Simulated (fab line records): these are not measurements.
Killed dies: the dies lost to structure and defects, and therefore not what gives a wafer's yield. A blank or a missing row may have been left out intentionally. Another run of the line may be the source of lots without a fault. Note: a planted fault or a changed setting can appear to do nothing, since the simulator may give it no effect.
fab line records	flow nand_harc
record: lots: 24	wafers: 72	last_day: 24
route steps=1159 shown A_STAIRCASE@729 A_SGD_CUT@767
lots that met no fault: from a run of the same line without faults
start_h: hours from the record's opening day to when the first of the lot's shown wafers began	wait_h: time in hours since the lot's previous step	" unchanged from the row above	L1.1+2: a row that stands for several wafers	- no value, or no start given	* or withheld: withheld	< > ~ a bound
route shown NAME@n: a module of which the file shows steps, and the number in the route of the first	usual: the fault-free wafers' mean and standard deviation	same: alike in all rows	chamber/n: place in a boat	sites: per-site readings	_std_site: the values' standard deviation	_edge_site: mean of outer sites minus mean of inner sites	radius_mm: for every site, how far away it sits from the centre of the wafer	mask NAME#n: copy n	behind: the last tool/chamber to shape the wafer	hold: what put the lot on hold/how long, in hours/how the hold closed	device: which transistor (n, p or np) failed to switch	end of line: the tests these same wafers got at the end of their route	a step without rows: its recipe alone	killed: dies lost to structure and defects at the first sort, not the wafer's yield	map: a wafer's dies, marking killed ones x, the rest . and places with no die _
set.NAME: the setting that was run; set.NAME@STEP: the one run at that earlier step	model.NAME: the simulator's own value behind a step, which no gauge read
steps of the route over a sample of lots; a table a step, a row a wafer
services: from which hour (start_h, from the record's first day; less than 0 if before it) a tool's chamber was out of use, for how many hours, and why
== steps ==
step: NHARC_A_STAIRCASE_STRIP_446
recipe: power_w: 1500	temp_c: 250	chemistry: O2
usual: drypump_motor_current_A: 6.1/0.31	heater_power_w: 339/29	rf_refl_power_W: 19/5.8
lot.wafer	tool	chamber	start_h	wait_h	drypump_motor_current_A	heater_power_w	rf_hours_counter_h	rf_refl_power_W
L077.2	plasma_asher-01	0	299.62	0.5	6.0	335	6	10
L077.4	"	1	"	"	6.5	380	-	24
L077.5	"	1	"	"	6.5	384	-	24
L075.2	plasma_asher-02	1	299.91	0.8	6.2	319	41	23
L075.3	"	0	"	"	5.6	302	-	20
L075.6	"	0	"	"	5.6	303	-	21
L074.3	plasma_asher-01	1	301.18	0.1	6.5	376	-	24
L074.4	"	0	"	"	6.0	333	-	10
L074.5	"	0	"	"	6.0	334	-	9
L076.2	plasma_asher-01	1	319.54	0.0	6.5	383	13	24
L076.4	"	1	"	"	6.5	385	-	23
L076.3	"	0	"	"	6.0	337	-	10
L079.2	plasma_asher-02	0	328.09	0.2	5.6	314	53	19
L079.1	"	1	"	"	6.2	322	53	23
L079.5	"	1	"	"	6.3	319	-	23
L078.2	plasma_asher-02	0	328.65	0.0	5.6	307	53	-
L078.1	"	1	"	"	6.2	316	53	-
L078.6	"	0	"	"	5.6	303	-	-
L080.1	plasma_asher-01	0	330.65	0.1	6.0	333	14	10
L080.3	"	0	"	"	6.0	335	-	11
L080.6	"	1	"	"	6.5	378	-	23
L081.1	plasma_asher-02	0	350.55	0.0	5.6	304	60	19
L081.2	"	1	"	"	6.2	325	60	22
L081.4	"	1	"	"	6.2	321	-	23
L082.1	plasma_asher-01	0	365.34	1.7	6.0	330	29	9
L082.4	"	1	"	"	6.5	375	-	24
L082.5	"	0	"	"	6.0	330	-	10
L085.2	plasma_asher-01	1	365.62	1.8	6.5	385	29	23
L085.4	"	0	"	"	6.0	329	-	10
L085.5	"	1	"	"	6.5	377	-	24
L084.1	plasma_asher-01	1	366.31	1.0	6.5	389	30	-
L084.2	"	0	"	"	6.0	332	30	-
L084.5	"	0	"	"	6.0	331	-	-
L083.2	plasma_asher-01	1	367.74	0.9	6.5	376	31	-
L083.3	"	0	"	"	6.0	332	-	-
L083.6	"	0	"	"	6.0	336	-	-
L086.2	plasma_asher-02	1	376.83	0.1	6.2	318	2	23
L086.5	"	0	"	"	5.6	304	-	19
L086.6	"	1	"	"	6.3	316	-	23
L087.1	plasma_asher-01	0	376.92	0.1	6.0	338	34	10
L087.2	"	1	"	"	6.5	386	34	24
L087.4	"	0	"	"	6.0	330	-	10
L088.4	plasma_asher-01	1	381.64	0.1	6.5	376	-	23
L088.3	"	0	"	"	6.0	331	-	10
L088.5	"	1	"	"	6.5	372	-	24
L090.1	plasma_asher-01	0	389.08	0.1	6.0	337	37	-
L090.3	"	0	"	"	6.0	333	-	-
L090.5	"	1	"	"	6.5	377	-	-
L089.2	plasma_asher-01	0	389.87	0.1	6.0	332	37	10
L089.4	"	1	"	"	6.5	376	-	24
L089.6	"	1	"	"	6.5	377	-	23
L091.2	plasma_asher-01	0	402.08	0.1	6.0	336	39	10
L091.1	"	1	"	"	6.5	383	39	23
L091.5	"	0	"	"	6.0	333	-	10
L092.2	plasma_asher-02	0	416.39	0.1	5.6	307	17	19
L092.3	"	1	"	"	6.2	325	-	23
L092.6	"	0	"	"	5.6	308	-	20
L094.1	plasma_asher-01	0	416.70	0.1	6.0	331	43	10
L094.3	"	0	"	"	6.0	331	-	10
L094.6	"	1	"	"	6.5	375	-	24
L096.2	plasma_asher-02	0	432.40	0.0	5.6	301	23	19
L096.4	"	1	"	"	6.3	314	-	23
L096.5	"	0	"	"	5.6	294	-	19
L095.2	plasma_asher-01	0	432.67	0.3	6.0	331	50	10
L095.4	"	1	"	"	6.5	379	-	23
L095.6	"	0	"	"	6.0	331	-	10
L093.1	plasma_asher-02	1	432.68	0.2	6.3	311	24	23
L093.2	"	0	"	"	5.7	303	24	20
L093.4	"	1	"	"	6.2	316	-	22
L097.3	plasma_asher-02	1	446.82	0.4	6.2	316	-	22
L097.4	"	0	"	"	5.7	300	-	21
L097.5	"	0	"	"	5.6	291	-	20
step: NHARC_A_STAIRCASE_CMP_450
recipe: target_thk_nm: 200	material: SiO2
usual: motor_current_A: 11.8/1.2	pad_life_wafers: 251/160
lot.wafer	tool	chamber	start_h	wait_h	motor_current_A	pad_life_wafers
L077.2	cmp-04	2	300.39	-	11.4	498
L077.4	"	1	"	"	11.0	501
L077.5	"	3	"	"	11.5	-
L075.3	cmp-03	0	300.68	-	12.6	228
L075.2	"	1	"	"	14.3	229
L075.6	"	0	"	"	11.9	-
L074.3	cmp-03	2	301.90	-	10.1	253
L074.4	"	0	"	"	12.0	255
L074.5	"	1	"	"	13.5	-
L076.3	cmp-03	2	320.34	-	10.0	384
L076.4	"	3	"	"	11.9	385
L076.2	"	0	"	"	12.6	386
L079.1	cmp-02	1	328.90	-	11.6	0
L079.2	"	2	"	"	13.4	1
L079.5	"	2	"	"	13.7	-
L078.2	cmp-02	1	329.44	-	11.7	12
L078.1	"	0	"	"	11.4	15
L078.6	"	2	"	"	13.4	-
L080.3	cmp-04	2	331.43	-	11.5	193
L080.1	"	3	"	"	10.6	194
L080.6	"	2	"	"	12.6	-
L081.2	cmp-04	3	351.36	-	10.4	289
L081.1	"	0	"	"	12.1	290
L081.4	"	1	"	"	11.8	291
L082.4	cmp-04	2	366.15	-	12.4	367
L082.1	"	0	"	"	12.3	369
L082.5	"	1	"	"	11.7	-
L085.2	cmp-02	0	366.43	-	11.6	205
L085.4	"	1	"	"	11.2	206
L085.5	"	3	"	"	9.5	-
L084.2	cmp-04	2	367.11	-	11.6	378
L084.1	"	1	"	"	11.0	381
L084.5	"	3	"	"	11.3	-
L083.2	cmp-02	1	368.54	-	11.3	222
L083.3	"	2	"	"	13.1	223
L083.6	"	2	"	"	13.6	-
L086.2	cmp-04	0	377.60	-	11.4	452
L086.5	"	2	"	"	12.0	-
L086.6	"	3	"	"	10.9	-
L087.1	cmp-02	1	377.72	-	11.5	294
L087.2	"	3	"	"	9.6	296
L087.4	"	0	"	"	10.9	297
L088.3	cmp-03	2	382.36	-	10.1	151
L088.4	"	0	"	"	12.8	153
L088.5	"	1	"	"	14.1	-
L090.3	cmp-02	3	389.83	-	9.6	366
L090.1	"	0	"	"	12.0	367
L090.5	"	3	"	"	10.1	-
L089.2	cmp-04	0	390.63	-	10.9	541
L089.4	"	1	"	"	11.7	542
L089.6	"	0	"	"	11.8	-
L091.1	cmp-02	2	402.88	-	13.4	432
L091.2	"	1	"	"	11.7	435
L091.5	"	3	"	"	10.3	-
L092.3	cmp-03	0	417.16	-	12.7	349
L092.2	"	2	"	"	10.8	351
L092.6	"	3	"	"	12.4	-
L094.3	cmp-04	2	417.47	-	12.2	67
L094.1	"	0	"	"	12.1	69
L094.6	"	2	"	"	11.8	-
L096.4	cmp-02	3	433.22	-	9.7	26
L096.2	"	0	"	"	11.2	27
L096.5	"	2	"	"	13.3	-
L095.4	cmp-04	0	433.43	-	12.0	168
L095.2	"	3	"	"	11.1	171
L095.6	"	0	"	"	11.4	-
L093.2	cmp-02	0	433.48	-	11.0	36
L093.1	"	1	"	"	11.5	37
L093.4	"	2	"	"	14.4	38
L097.4	cmp-02	1	447.53	-	11.6	96
L097.3	"	0	"	"	11.1	99
L097.5	"	1	"	"	11.4	-
step: NHARC_A_SGD_CUT_STRIP_17
recipe: o2_flow_sccm: 500	ar_flow_sccm: 0	bias_w: 0	chemistry: O2
usual: drypump_motor_current_A: 5.9/0.33	oes_product_au: 1.003/0.0096	rf_vpp_V: 57.6/0.94	showerhead_plenum_p_Torr: 3.44/0.14	throttle_valve_pct: 17.036/0.0091
lot.wafer	tool	chamber	start_h	wait_h	drypump_motor_current_A	oes_product_au	rf_hours_counter_h	rf_vpp_V	showerhead_plenum_p_Torr	throttle_valve_pct
L077.4	rie_diel-07	3	-	-	5.9	1.009	5	57.7	3.34	17.023
L077.2	"	0	"	"	5.7	1.007	5	58.5	3.36	17.023
L077.5	"	3	"	"	5.9	1.002	-	58.1	3.34	17.034
L075.3	rie_diel-04	2	-	-	6.3	1.015	1	58.2	3.61	17.049
L075.2	"	0	"	"	5.4	1.011	1	57.4	3.32	17.041
L075.6	"	2	"	"	6.3	1.012	-	58.7	3.61	17.034
L074.4	rie_diel-07	0	-	-	5.6	1.020	5	58.1	3.36	17.036
L074.3	"	2	"	"	5.6	1.006	6	58.5	3.47	17.034
L074.5	"	3	"	"	5.9	1.002	-	58.0	3.34	17.039
L076.3	rie_diel-07	3	-	-	5.9	1.004	7	57.5	3.34	17.043
L076.4	"	0	"	"	5.6	1.002	7	57.7	3.36	17.053
L076.2	"	1	"	"	5.6	0.984	7	57.0	3.70	17.037
L079.2	rie_diel-04	2	-	-	6.3	1.018	5	57.2	3.61	17.029
L079.1	"	0	"	"	5.4	0.993	4	57.4	3.32	17.033
L079.5	"	2	"	"	6.3	1.015	-	58.5	3.61	17.019
L078.2	rie_diel-07	1	-	-	5.6	0.993	8	58.5	3.70	17.053
L078.1	"	0	"	"	5.6	1.009	8	56.7	3.36	17.044
L078.6	"	2	"	"	5.6	1.010	-	58.7	3.47	17.030
L080.3	rie_diel-10	0	-	-	5.8	0.986	16	57.1	3.30	17.038
L080.1	"	1	"	"	5.8	1.004	16	57.9	3.44	17.055
L080.6	"	1	"	"	5.7	0.996	-	58.2	3.44	17.021
L081.2	rie_diel-07	1	-	-	5.6	0.990	10	57.6	3.70	17.037
L081.1	"	3	"	"	5.9	1.006	10	55.9	3.34	17.031
L081.4	"	0	"	"	5.6	1.003	10	58.2	3.36	17.042
L082.4	rie_diel-07	3	-	-	5.9	0.997	11	55.6	3.34	17.037
L082.1	"	2	"	"	5.6	1.008	12	59.4	3.46	17.018
L082.5	"	3	"	"	5.9	1.000	-	57.5	3.34	17.034
L085.4	rie_diel-10	1	-	-	5.8	1.009	1	57.0	3.44	17.035
L085.2	"	2	"	"	6.3	1.003	1	57.7	3.68	17.032
L085.5	"	1	"	"	5.8	1.011	-	56.4	3.44	17.025
L084.1	rie_diel-04	0	-	-	5.4	1.013	7	56.2	3.32	17.035
L084.2	"	1	"	"	6.7	0.988	3	57.3	3.54	17.040
L084.5	"	3	"	"	5.8	1.009	-	56.5	3.31	17.054
L083.3	rie_diel-10	1	-	-	5.8	1.020	2	57.0	3.44	17.039
L083.2	"	2	"	"	6.4	1.005	2	59.2	3.68	17.042
L083.6	"	0	"	"	5.8	1.011	-	56.6	3.30	17.040
L086.2	rie_diel-04	3	-	-	5.8	0.996	10	57.0	3.30	17.032
L086.6	"	2	"	"	6.3	1.014	-	58.5	3.61	17.038
L086.5	"	3	"	"	5.8	1.000	-	58.0	3.30	17.032
L087.1	rie_diel-04	1	-	-	6.6	1.003	5	57.3	3.54	17.047
L087.2	"	2	"	"	6.2	1.006	11	58.6	3.61	17.017
L087.4	"	0	"	"	5.4	1.016	9	57.2	3.31	17.035
L088.3	rie_diel-10	0	-	-	5.8	0.994	4	58.3	3.29	17.033
L088.4	"	2	"	"	6.4	0.994	3	56.9	3.67	17.026
L088.5	"	0	"	"	5.8	0.995	-	57.0	3.29	17.031
L090.3	rie_diel-07	0	-	-	5.7	1.003	12	57.1	3.36	17.031
L090.1	"	1	"	"	5.6	0.987	12	58.7	3.69	17.023
L090.5	"	0	"	"	5.6	1.007	-	57.6	3.36	17.028
L089.2	rie_diel-10	0	-	-	5.7	1.006	5	57.6	3.29	17.028
L089.4	"	1	"	"	5.8	1.011	5	57.2	3.44	17.057
L089.6	"	2	"	"	6.3	1.012	-	56.9	3.67	17.032
L091.2	rie_diel-04	0	-	-	5.4	1.013	11	57.8	3.31	17.031
L091.1	"	3	"	"	5.8	1.000	13	57.0	3.30	17.040
L091.5	"	0	"	"	5.4	1.018	-	57.7	3.31	17.028
L092.2	rie_diel-04	0	-	-	5.4	1.012	13	56.3	3.31	17.032
L092.3	"	2	"	"	6.2	1.018	15	58.1	3.60	17.027
L092.6	"	1	"	"	6.7	1.010	-	57.0	3.53	17.043
L094.3	rie_diel-07	3	-	-	5.9	0.999	1	58.3	3.33	17.031
L094.1	"	1	"	"	5.6	0.989	1	57.6	3.69	17.044
L094.6	"	0	"	"	5.6	0.991	-	55.7	3.36	17.030
L096.2	rie_diel-07	0	-	-	5.7	1.006	2	57.5	3.36	17.038
L096.4	"	1	"	"	5.6	0.981	2	56.7	3.69	17.050
L096.5	"	0	"	"	5.6	0.998	-	59.2	3.36	17.033
L095.2	rie_diel-10	2	-	-	6.4	1.004	9	58.7	3.67	17.037
L095.4	"	1	"	"	5.8	1.014	9	57.1	3.44	17.047
L095.6	"	2	"	"	6.3	1.001	-	57.4	3.67	17.055
L093.1	rie_diel-04	3	-	-	5.9	0.998	16	55.7	3.30	17.035
L093.2	"	1	"	"	6.7	1.006	10	57.2	3.53	17.038
L093.4	"	1	"	"	6.6	1.006	-	57.2	3.53	17.049
L097.4	rie_diel-07	3	-	-	5.9	0.983	2	58.5	3.33	17.046
L097.3	"	0	"	"	5.7	1.025	2	56.2	3.36	17.045
L097.5	"	2	"	"	5.6	0.984	-	56.5	3.46	17.023
step: NHARC_A_SGD_CUT_CMP_21
recipe: target_thk_nm: 148.19
usual: motor_current_A: 11.7/0.91	pad_life_wafers: 230/150	time_to_endpoint_s: 50.9/2.3
lot.wafer	tool	chamber	start_h	wait_h	motor_current_A	pad_life_wafers	time_to_endpoint_s
L074.4	cmp-01	3	310.99	0.4	12.3	150	50.9
L074.3	"	2	"	"	13.0	153	53.1
L074.5	"	3	"	"	11.3	-	49.7
L077.2	cmp-04	2	311.01	0.4	12.0	31	54.1
L077.4	"	0	"	"	12.7	33	55.7
L077.5	"	2	"	"	12.2	-	55.4
L075.2	cmp-04	0	311.13	0.5	12.0	36	52.2
L075.3	"	1	"	"	11.4	37	50.7
L075.6	"	1	"	"	11.3	-	53.1
L076.3	cmp-01	3	329.58	0.4	12.0	241	47.1
L076.2	"	0	"	"	11.9	242	52.3
L076.4	"	1	"	"	10.6	243	47.3
L079.1	cmp-01	3	337.80	0.4	11.3	294	47.2
L079.2	"	2	"	"	13.6	297	50.4
L079.5	"	0	"	"	11.3	-	51.9
L078.1	cmp-02	3	337.83	0.4	9.9	79	49.4
L078.2	"	0	"	"	10.7	80	50.7
L078.6	"	3	"	"	10.8	-	46.9
L080.3	cmp-01	2	338.00	0.6	12.5	302	48.3
L080.1	"	3	"	"	11.8	303	50.6
L080.6	"	0	"	"	12.1	-	55.3
L081.1	cmp-02	1	359.85	0.4	11.1	175	47.6
L081.2	"	2	"	"	13.7	176	46.5
L081.4	"	3	"	"	9.4	177	48.8
L085.2	cmp-02	0	374.51	0.4	11.3	258	57.0
L085.4	"	2	"	"	13.7	260	51.2
L085.5	"	0	"	"	11.8	-	53.4
L082.1	cmp-04	2	374.54	0.4	12.0	427	51.6
L082.4	"	3	"	"	11.1	428	47.6
L082.5	"	2	"	"	12.2	-	48.7
L084.2	cmp-01	2	374.55	0.4	13.1	474	51.2
L084.1	"	3	"	"	11.4	475	51.4
L084.5	"	2	"	"	12.9	-	55.4
L083.2	cmp-02	3	374.66	0.5	10.2	264	50.3
L083.3	"	2	"	"	13.6	267	51.6
L083.6	"	3	"	"	9.7	-	49.7
L087.4	cmp-01	1	386.95	0.4	10.9	36	47.3
L087.2	"	2	"	"	13.0	37	52.2
L087.1	"	0	"	"	12.1	39	53.6
L086.2	cmp-02	0	387.00	0.4	11.5	350	55.3
L086.6	"	2	"	"	13.9	-	50.3
L086.5	"	3	"	"	9.4	-	49.4
L088.4	cmp-04	2	394.15	0.4	12.6	565	47.2
L088.3	"	3	"	"	11.8	566	46.9
L088.5	"	2	"	"	12.4	-	50.1
L090.3	cmp-02	2	400.19	0.4	13.6	414	50.4
L090.1	"	3	"	"	10.0	415	51.1
L090.5	"	2	"	"	13.3	-	49.3
L089.4	cmp-01	1	400.19	0.4	11.2	96	52.5
L089.2	"	3	"	"	11.8	98	51.7
L089.6	"	2	"	"	12.6	-	52.9
L091.2	cmp-04	0	413.00	0.4	11.4	49	51.3
L091.1	"	2	"	"	12.6	51	52.1
L091.5	"	3	"	"	11.5	-	51.5
L092.2	cmp-01	3	426.59	0.4	12.0	229	50.1
L092.3	"	1	"	"	11.1	231	51.0
L092.6	"	2	"	"	13.0	-	52.1
L094.1	cmp-04	3	426.62	0.4	11.2	140	49.2
L094.3	"	0	"	"	12.1	141	51.5
L094.6	"	2	"	"	11.7	-	49.8
L096.4	cmp-02	1	441.67	0.4	11.8	72	48.4
L096.2	"	3	"	"	10.3	74	50.9
L096.5	"	1	"	"	12.1	-	50.7
L093.1	cmp-04	2	441.70	0.4	11.6	211	49.2
L093.4	"	3	"	"	11.4	212	50.3
L093.2	"	0	"	"	11.4	213	50.0
L095.2	cmp-01	3	441.70	0.4	11.7	301	50.2
L095.4	"	0	"	"	11.5	302	51.3
L095.6	"	3	"	"	11.4	-	49.6
L097.4	cmp-04	0	456.18	0.4	12.0	300	50.6
L097.3	"	2	"	"	12.2	302	49.7
L097.5	"	0	"	"	11.7	-	50.3
step: NHARC_A_SGD_CUT_THK_MEAS_22
recipe: thk_meas_gauge: ellipsometry
usual: thk_nm: 148.2/1.4
lot.wafer	tool	chamber	start_h	wait_h	thk_nm
L077.2	film_metro-02	-	311.24	0.2	150.0
L077.4	"	-	"	"	148.1
L077.5	"	-	"	"	148.4
L074.3	film_metro-02	-	311.25	0.2	147.0
L074.4	"	-	"	"	147.6
L074.5	"	-	"	"	146.8
L075.2	film_metro-02	-	311.40	0.2	148.4
L075.3	"	-	"	"	147.1
L075.6	"	-	"	"	147.7
L076.2	film_metro-01	-	329.81	0.2	151.8
L076.3	"	-	"	"	146.9
L076.4	"	-	"	"	148.3
L079.1	film_metro-01	-	338.06	0.2	148.5
L079.2	"	-	"	"	149.9
L079.5	"	-	"	"	147.6
L078.1	film_metro-02	-	338.06	0.2	148.6
L078.2	"	-	"	"	151.7
L078.6	"	-	"	"	147.2
L080.1	film_metro-02	-	338.21	0.2	147.6
L080.3	"	-	"	"	148.9
L080.6	"	-	"	"	147.9
L081.1	film_metro-02	-	360.08	0.2	148.7
L081.2	"	-	"	"	148.5
L081.4	"	-	"	"	147.8
L085.2	film_metro-01	-	374.77	0.2	152.4
L085.4	"	-	"	"	150.2
L085.5	"	-	"	"	149.0
L082.1	film_metro-02	-	374.77	0.2	150.5
L082.4	"	-	"	"	147.9
L082.5	"	-	"	"	150.4
L084.1	film_metro-01	-	374.81	0.2	146.1
L084.2	"	-	"	"	148.5
L084.5	"	-	"	"	148.5
L083.2	film_metro-02	-	374.92	0.2	145.4
L083.3	"	-	"	"	147.0
L083.6	"	-	"	"	146.4
L086.2	film_metro-01	-	387.21	0.2	150.0
L086.5	"	-	"	"	148.5
L086.6	"	-	"	"	149.1
L087.1	film_metro-02	-	387.21	0.2	147.3
L087.2	"	-	"	"	148.5
L087.4	"	-	"	"	148.2
L088.3	film_metro-01	-	394.38	0.2	147.6
L088.4	"	-	"	"	149.6
L088.5	"	-	"	"	146.5
L090.1	film_metro-02	-	400.44	0.2	149.5
L090.3	"	-	"	"	145.9
L090.5	"	-	"	"	148.2
L089.2	film_metro-01	-	400.44	0.2	148.6
L089.4	"	-	"	"	149.1
L089.6	"	-	"	"	148.6
L091.1	film_metro-01	-	413.23	0.2	146.2
L091.2	"	-	"	"	144.9
L091.5	"	-	"	"	149.3
L092.2	film_metro-01	-	426.82	0.2	147.2
L092.3	"	-	"	"	147.4
L092.6	"	-	"	"	150.9
L094.1	film_metro-02	-	426.83	0.2	149.6
L094.3	"	-	"	"	146.9
L094.6	"	-	"	"	150.4
L093.1	film_metro-02	-	441.93	0.2	148.5
L093.2	"	-	"	"	147.1
L093.4	"	-	"	"	147.9
L096.2	film_metro-01	-	441.93	0.2	146.8
L096.4	"	-	"	"	145.5
L096.5	"	-	"	"	146.7
L095.2	film_metro-01	-	441.93	0.2	145.8
L095.4	"	-	"	"	148.4
L095.6	"	-	"	"	146.8
L097.3	film_metro-02	-	456.43	0.2	148.7
L097.4	"	-	"	"	147.2
L097.5	"	-	"	"	146.6
step: NHARC_A_SGD_CUT_STRIP_28
recipe: time_s: 20	o2_flow_sccm: 500	ar_flow_sccm: 0	bias_w: 0	chemistry: O2
usual: drypump_motor_current_A: 5.84/0.29	oes_product_au: 1.003/0.0095	rf_vpp_V: 57.6/0.92	showerhead_plenum_p_Torr: 3.46/0.14	throttle_valve_pct: 17.035/0.0099
lot.wafer	tool	chamber	start_h	wait_h	drypump_motor_current_A	oes_product_au	rf_hours_counter_h	rf_vpp_V	showerhead_plenum_p_Torr	throttle_valve_pct
L074.4	rie_diel-07	2	-	-	5.61	1.006	6	56.4	3.47	17.038
L074.3	"	1	"	"	5.64	0.982	5	58.8	3.70	17.029
L074.5	"	3	"	"	5.91	1.009	-	58.3	3.34	17.019
L077.2	rie_diel-04	3	311.75	0.2	5.83	0.995	2	56.2	3.31	17.051
L077.4	"	3	"	"	5.84	0.993	-	56.2	3.31	17.029
L077.5	"	3	"	"	5.82	1.000	-	57.1	3.31	17.024
L075.2	rie_diel-07	2	-	-	5.60	1.006	6	56.8	3.47	17.020
L075.3	"	0	"	"	5.67	1.017	6	58.2	3.36	17.034
L075.6	"	3	"	"	5.91	1.015	-	57.5	3.34	17.035
L076.3	rie_diel-07	3	-	-	5.92	1.003	7	58.0	3.34	17.064
L076.2	"	0	"	"	5.64	1.019	7	58.5	3.36	17.017
L076.4	"	1	"	"	5.66	0.993	7	57.9	3.70	17.044
L078.1	rie_diel-07	0	-	-	5.64	1.005	8	57.3	3.36	17.046
L078.2	"	1	"	"	5.66	0.993	8	58.2	3.70	17.039
L078.6	"	1	"	"	5.62	0.994	-	56.9	3.70	17.049
L079.2	rie_diel-10	1	-	-	5.78	0.998	16	57.0	3.44	17.048
L079.1	"	2	"	"	6.35	1.000	16	58.0	3.68	17.031
L079.5	"	2	"	"	6.35	0.995	-	59.7	3.68	17.028
L080.1	rie_diel-07	0	-	-	5.64	1.010	8	57.4	3.36	17.024
L080.3	"	1	"	"	5.65	1.006	8	57.9	3.70	17.044
L080.6	"	0	"	"	5.63	1.015	-	57.5	3.36	17.042
L081.1	rie_diel-07	1	-	-	5.66	0.995	10	59.9	3.70	17.033
L081.2	"	2	"	"	5.62	1.006	11	57.0	3.47	17.030
L081.4	"	0	"	"	5.63	1.021	10	57.8	3.36	17.036
L082.4	rie_diel-04	3	-	-	5.84	0.998	9	58.0	3.30	17.043
L082.1	"	0	"	"	5.43	1.004	7	56.6	3.32	17.043
L082.5	"	1	"	"	6.63	0.995	-	57.8	3.54	17.035
L085.2	rie_diel-07	2	-	-	5.60	1.023	12	58.4	3.46	17.026
L085.4	"	3	"	"	5.90	1.000	12	56.4	3.34	17.032
L085.5	"	1	"	"	5.65	0.990	-	57.9	3.69	17.030
L084.1	rie_diel-10	0	-	-	5.79	0.997	2	57.1	3.29	17.061
L084.2	"	1	"	"	5.81	0.997	2	57.8	3.44	17.036
L084.5	"	0	"	"	5.76	0.995	-	56.4	3.30	17.026
L083.2	rie_diel-10	0	-	-	5.78	1.008	2	56.5	3.30	17.027
L083.3	"	1	"	"	5.82	1.002	2	56.9	3.44	17.026
L083.6	"	3	"	"	5.78	0.994	-	57.3	3.46	17.030
L086.2	rie_diel-10	1	-	-	5.72	1.008	4	58.1	3.44	17.030
L086.5	"	0	"	"	5.77	0.989	-	56.7	3.29	17.027
L086.6	"	1	"	"	5.77	1.003	-	58.0	3.44	17.028
L087.2	rie_diel-04	1	-	-	6.67	1.002	6	58.3	3.54	17.050
L087.1	"	3	"	"	5.85	1.008	11	58.5	3.30	17.041
L087.4	"	0	"	"	5.42	1.021	9	55.6	3.31	17.035
L088.4	rie_diel-07	0	-	-	5.65	1.010	12	57.2	3.36	17.045
L088.3	"	1	"	"	5.64	0.988	12	57.5	3.69	17.022
L088.5	"	0	"	"	5.61	1.007	-	58.2	3.36	17.049
L089.4	rie_diel-07	1	-	-	5.66	0.996	12	58.0	3.69	17.041
L089.2	"	3	"	"	5.88	1.005	13	58.2	3.33	17.047
L089.6	"	0	"	"	5.64	1.006	-	57.4	3.36	17.030
L090.1	rie_diel-10	1	-	-	5.78	1.008	5	57.8	3.44	17.034
L090.3	"	2	"	"	6.35	1.001	5	58.2	3.67	17.028
L090.5	"	0	"	"	5.78	1.005	-	56.9	3.29	17.020
L091.2	rie_diel-10	0	-	-	5.74	1.004	7	56.3	3.29	17.038
L091.1	"	3	"	"	5.79	0.997	6	56.8	3.46	17.052
L091.5	"	0	"	"	5.77	1.004	-	56.4	3.29	17.040
L092.3	rie_diel-07	1	-	-	5.66	0.997	1	58.7	3.69	17.026
L092.2	"	2	"	"	5.60	1.000	1	57.9	3.46	17.049
L092.6	"	3	"	"	5.92	0.999	-	56.3	3.33	17.036
L094.3	rie_diel-10	2	-	-	6.34	0.994	8	59.3	3.67	17.033
L094.1	"	1	"	"	5.74	1.009	8	55.5	3.44	17.031
L094.6	"	2	"	"	6.35	0.994	-	58.5	3.67	17.023
L096.2	rie_diel-10	0	-	-	5.78	1.021	10	56.0	3.29	17.046
L096.4	"	2	"	"	6.36	1.013	9	58.7	3.67	17.039
L096.5	"	3	"	"	5.79	0.995	-	57.5	3.46	17.034
L095.2	rie_diel-07	0	-	-	5.63	1.006	2	57.7	3.36	17.046
L095.4	"	3	"	"	5.93	0.995	2	58.1	3.33	17.022
L095.6	"	0	"	"	5.66	1.009	-	57.7	3.36	17.038
L093.1	rie_diel-04	0	442.32	0.2	5.45	1.022	15	57.4	3.31	17.019
L093.2	"	1	"	"	6.62	1.015	10	57.6	3.53	17.044
L093.4	"	3	"	"	5.81	1.000	-	55.2	3.30	17.019
L097.4	rie_diel-04	3	-	-	5.80	0.981	17	56.9	3.30	17.060
L097.3	"	0	"	"	5.43	1.015	16	57.3	3.31	17.040
L097.5	"	3	"	"	5.82	0.991	-	57.0	3.30	17.049
== services ==
tool	chamber	start_h	hours	kind
plasma_asher-01	-	276.12	9.0	pm
rie_diel-04	-	289.00	9.0	pm
cmp-04	-	301.00	4.0	pm
rie_diel-10	-	304.24	2.2	repair
rie_diel-04	1	308.95	42.5	repair
rie_diel-04	0	310.40	7.8	repair
cmp-04	-	312.39	0.2	repair
rie_diel-10	3	320.15	10.9	repair
plasma_asher-01	-	321.28	6.1	repair
cmp-02	-	324.50	4.0	pm
cmp-04	-	329.77	0.2	repair
rie_diel-10	3	333.88	3.8	repair
cmp-04	-	336.49	1.7	repair
rie_diel-10	-	353.59	9.0	pm
rie_diel-04	0	356.92	3.0	repair
cmp-02	-	357.94	1.0	repair
plasma_asher-01	-	396.17	5.9	repair
cmp-04	-	399.00	4.0	pm
rie_diel-07	-	405.20	9.0	pm
rie_diel-04	3	411.78	5.9	repair
cmp-02	-	422.50	4.0	pm
rie_diel-10	-	424.29	0.3	repair
plasma_asher-01	-	453.19	9.0	pm
cmp-02	-	453.93	3.4	repair
== key ==
fault none
